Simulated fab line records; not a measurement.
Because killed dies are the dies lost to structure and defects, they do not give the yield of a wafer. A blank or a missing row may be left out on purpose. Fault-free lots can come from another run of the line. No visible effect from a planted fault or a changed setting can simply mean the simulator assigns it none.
The tool behind it: which one? ; flow n5Finfet ; 23 lots with 69 wafers sampled at 3 steps, on a route of 1938 steps

WHAT EACH GAUGE READ, for each wafer
N5_MIM_BOT_LITHO_INSPECT_12: inspects for defects (macro). Usual: rawDefectCount reads 1.9 (standard deviation 1.3).
lot;measured;on;rawDefectCount;flag
L075;day 13 19:56;defectInspect-02;3 2 3;
L076;day 14 02:55;defectInspect-01;5 2 2;
L077;day 14 18:01;defectInspect-01;4 3 2;
L078;day 15 01:20;defectInspect-02;1 3 1;
L080;day 15 02:14;defectInspect-02;1 2 2;
L079;day 15 05:23;defectInspect-01;2 0 2;
L081;day 15 08:15;defectInspect-01;1 1 2;
L083;day 15 17:11;defectInspect-02;2 2 1;
L082;day 16 02:40;defectInspect-02;2 1 2;
L086;day 16 13:17;defectInspect-01;0 0 5;
L084;day 16 14:54;defectInspect-02;3 2 3;
L089;day 16 22:21;defectInspect-01;2 3 1;
L087;day 17 00:13;defectInspect-02;5 5 0;
L088;day 17 05:40;defectInspect-02;2 2 6;
L085;day 17 12:07;defectInspect-01;0 1 2;
L093;day 17 19:06;defectInspect-01;1 1 0;
L091;day 17 15:14;defectInspect-01;3 1 1;
L096;day 18 04:08;defectInspect-02;3 3 2;
L092;day 18 17:34;defectInspect-01;2 2 2;
L094;day 18 20:30;defectInspect-02;2 1 2;
L095;day 19 08:15;defectInspect-02;2 1 1;
L090;day 19 08:17;defectInspect-01;1 1 0;
L097;day 20 09:02;defectInspect-01;0 1 1;

WHICH TOOL RAN EACH LOT (tool, then ch and the chambers of the sampled wafers, then the start)
lot;N5_BEOL_M15_STRIP_63;N5_MIM_BOT_SPUTTER_00
L075;rieDiel-04 ch 0,1, day 13 15:27 or earlier;pvdSputter-02, day 13 15:27
L076;rieDiel-02 ch 0,1,3, day 13 23:34 or earlier;pvdSputter-03, day 13 23:34
L077;rieDiel-04 ch 0,2, day 14 13:51 or earlier;pvdSputter-03, day 14 13:51
L078;rieDiel-01 ch 0,2, day 14 22:01 or earlier;pvdSputter-01, day 14 22:01
L080;rieDiel-01 ch 0,2, day 15 00:11 or earlier;pvdSputter-01, day 15 00:11
L079;rieDiel-04 ch 1,2,3, day 15 03:23 or earlier;pvdSputter-01, day 15 03:23
L081;rieDiel-01 ch 0,2,3, day 15 03:37 or earlier;pvdSputter-03, day 15 03:37
L083;rieDiel-04 ch 0,1,3, day 15 11:39 or earlier;pvdSputter-01, day 15 11:39
L082;rieDiel-02 ch 0,2,3, day 16 00:23 or earlier;pvdSputter-01, day 16 00:23
L086;rieDiel-04 ch 0,1,3, day 16 10:46 or earlier;pvdSputter-01, day 16 10:46
L084;rieDiel-04 ch 0,1,3, day 16 10:59 or earlier;pvdSputter-01, day 16 10:59
L089;rieDiel-04 ch 1,2,3, day 16 18:11 or earlier;pvdSputter-02, day 16 18:11
L087;rieDiel-01 ch 0,2, day 16 21:28 or earlier;pvdSputter-01, day 16 21:28
L088;rieDiel-01 ch 2,3, day 17 03:32 or earlier;pvdSputter-02, day 17 03:32
L085;rieDiel-02 ch 0,2, day 17 09:52 or earlier;pvdSputter-02, day 17 09:52
L093;rieDiel-02 ch 1,2,3, day 17 13:23 or earlier;pvdSputter-02, day 17 13:23
L091;rieDiel-02 ch 1,2,3, day 17 13:24 or earlier;pvdSputter-01, day 17 13:24
L096;rieDiel-02 ch 1,3, day 17 22:11 or earlier;pvdSputter-01, day 17 22:11
L092;rieDiel-01 ch 0,1,3, day 18 15:24 or earlier;pvdSputter-01, day 18 15:24
L094;rieDiel-02 ch 0,1,3, day 18 15:55 or earlier;pvdSputter-02, day 18 15:55
L095;rieDiel-04 ch 1,2, day 19 03:35 or earlier;pvdSputter-02, day 19 03:35
L090;rieDiel-02 ch 0,1,3, day 19 03:40 or earlier;pvdSputter-03, day 19 03:40
L097;rieDiel-02 ch 2,3, day 20 07:12 or earlier;pvdSputter-02, day 20 07:12
- N5_BEOL_M15_STRIP_63: strips in O2.
- N5_MIM_BOT_SPUTTER_00: material TiN, target thk 35 nm, time 89.7 s.

AS READ BY THE TOOLS THEMSELVES (means over the sampled wafers that have a number; for cases with no such wafer, the mark the record gives instead)
N5_BEOL_M15_STRIP_63. Usual: drypumpMotorCurrentA 5.7 A, standard deviation 0.46; oesProductAu 0.81 a.u., standard deviation 0.08; rfVppV 3.7 V, standard deviation 0.74; showerheadPlenumPTorr 2.10 Torr, standard deviation 0.083; throttleValvePct 16.60 %, standard deviation 0.22.
lot;tool;drypumpMotorCurrentA (A);oesProductAu (a.u.);rfVppV (V);showerheadPlenumPTorr (Torr);throttleValvePct (%);flag
L075;rieDiel-04;5.4;0.76;4.0;2.06;16.66;
L076;rieDiel-02;5.5;0.84;3.9;2.10;16.53;
L077;rieDiel-04;5.4;0.86;4.0;2.06;16.58;
L078;rieDiel-01;6.0;0.82;4.1;2.21;16.44;
L080;rieDiel-01;6.1;0.76;3.6;2.18;16.67;
L079;rieDiel-04;5.9;0.82;3.6;2.05;16.48;
L081;rieDiel-01;5.9;0.75;3.7;2.18;16.71;
L083;rieDiel-04;5.7;0.75;3.6;2.00;16.67;
L082;rieDiel-02;5.7;0.83;4.3;2.12;16.58;
L086;rieDiel-04;5.7;0.73;3.5;2.00;16.68;
L084;rieDiel-04;5.7;0.74;3.8;2.00;16.69;
L089;rieDiel-04;5.9;0.80;3.8;2.04;16.52;
L087;rieDiel-01;6.0;0.80;3.7;2.20;16.51;
L088;rieDiel-01;5.8;0.79;3.5;2.20;16.54;
L085;rieDiel-02;5.5;0.84;4.0;2.13;16.75;
L093;rieDiel-02;5.5;0.83;4.6;2.09;16.49;
L091;rieDiel-02;5.5;0.82;3.6;2.09;16.50;
L096;rieDiel-02;5.3;0.81;3.4;2.06;16.46;
L092;rieDiel-01;5.8;0.92;4.8;2.17;16.62;
L094;rieDiel-02;5.6;0.81;4.0;2.09;16.60;
L095;rieDiel-04;5.7;0.77;3.0;2.09;16.56;
L090;rieDiel-02;5.6;0.80;3.8;2.09;16.62;
L097;rieDiel-02;5.9;0.79;3.8;2.11;16.52;

N5_MIM_BOT_SPUTTER_00. Usual: substrateTempC 200.01 C, standard deviation 0.17; throttleValvePct 29.6 %, standard deviation 1.4.
lot;tool;substrateTempC (C);throttleValvePct (%);flag
L075;pvdSputter-02;199.98;29.1;
L076;pvdSputter-03;200.02;29.8;
L077;pvdSputter-03;199.98;30.5;
L078;pvdSputter-01;200.14;29.8;
L080;pvdSputter-01;200.12;30.2;
L079;pvdSputter-01;199.99;29.6;
L081;pvdSputter-03;200.13;28.7;
L083;pvdSputter-01;199.90;29.2;
L082;pvdSputter-01;199.94;28.9;
L086;pvdSputter-01;200.13;28.8;
L084;pvdSputter-01;199.96;29.9;
L089;pvdSputter-02;200.17;30.5;
L087;pvdSputter-01;199.74;29.9;
L088;pvdSputter-02;199.96;30.6;
L085;pvdSputter-02;199.87;30.5;
L093;pvdSputter-02;200.25;29.3;
L091;pvdSputter-01;200.16;30.4;
L096;pvdSputter-01;199.84;30.3;
L092;pvdSputter-01;200.01;29.1;
L094;pvdSputter-02;199.99;29.2;
L095;pvdSputter-02;200.03;29.9;
L090;pvdSputter-03;200.08;27.9;
L097;pvdSputter-02;199.86;29.4;

THE ANSWER, worked out from the rows above alone
Rule: take the mean of a lot's wafers that have a number; if it is more than 3 standard deviations from the usual mean, the lot is off. A lot without any number at a reading at which 4 lots or more have one is off too. All remaining lots with rows at the step are treated as sound. The gauges are gone through in route order, then the tools' own readings, and for those a lot's mean is taken as printed above. The first step at which some lot is off is used, and at that step the reading that is off furthest; a lot without a number counts as furthest.
No lot is off at any reading shown: from this, nothing can be told.

WHAT THE SIMULATOR HAD PUT IN
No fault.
